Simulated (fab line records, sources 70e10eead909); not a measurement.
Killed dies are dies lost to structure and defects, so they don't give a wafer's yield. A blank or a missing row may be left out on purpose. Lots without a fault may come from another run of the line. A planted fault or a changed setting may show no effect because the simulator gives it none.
Chamber matching | flow nand_harc | NHARC_A_M1_PRE_CLEAN_32 on pecvd-04: 3 sister chambers
The step time 12 s. 6 wafers are shown with their chamber, then 9 later ones without.

WAFERS WITH THEIR CHAMBER
wafer  | chamber | heater_power_w (W)
L082.4 | 2       | 549
L082.5 | 0       | 493
L082.6 | 1       | 600
L087.2 | 0       | 533
L087.3 | 1       | 609
L087.4 | 2       | 545

WAFERS WITHOUT THEIR CHAMBER
wafer  | heater_power_w (W)
L091.2 | 496
L091.3 | 575
L091.4 | 579
L092.1 | 525
L092.2 | 559
L092.5 | 569
L093.2 | 500
L093.3 | 507
L093.4 | 583

WHICH CHAMBER EACH WENT THROUGH
wafer  | from the rows above     | in truth
L091.2 | 0                       | 0
L091.3 | can't be placed: 2 or 1 | 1
L091.4 | can't be placed: 1 or 2 | 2
L092.1 | can't be placed: 0 or 2 | 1
L092.2 | can't be placed: 2 or 1 | 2
L092.5 | can't be placed: 2 or 1 | 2
L093.2 | 0                       | 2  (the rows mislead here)
L093.3 | 0                       | 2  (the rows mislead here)
L093.4 | can't be placed: 1 or 2 | 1
Placed correctly: 1 of 9. Can't be placed from these rows: 6 (the true chamber is among the candidates in 5). Placed wrongly: 2.
How it was worked out, from the rows above alone: a wafer's distance from a chamber is the root of the sum, over the readings, of the square of ((its reading less the chamber's mean) divided by the reading's scatter). The wafer belongs to the nearest chamber; if the next one is less than 2 further off, it can't be placed. A chamber's mean is the mean of its shown wafers. The scatter: the root of (the sum of the squares of (reading less its chamber's mean) over the shown wafers, divided by (wafers less chambers)).
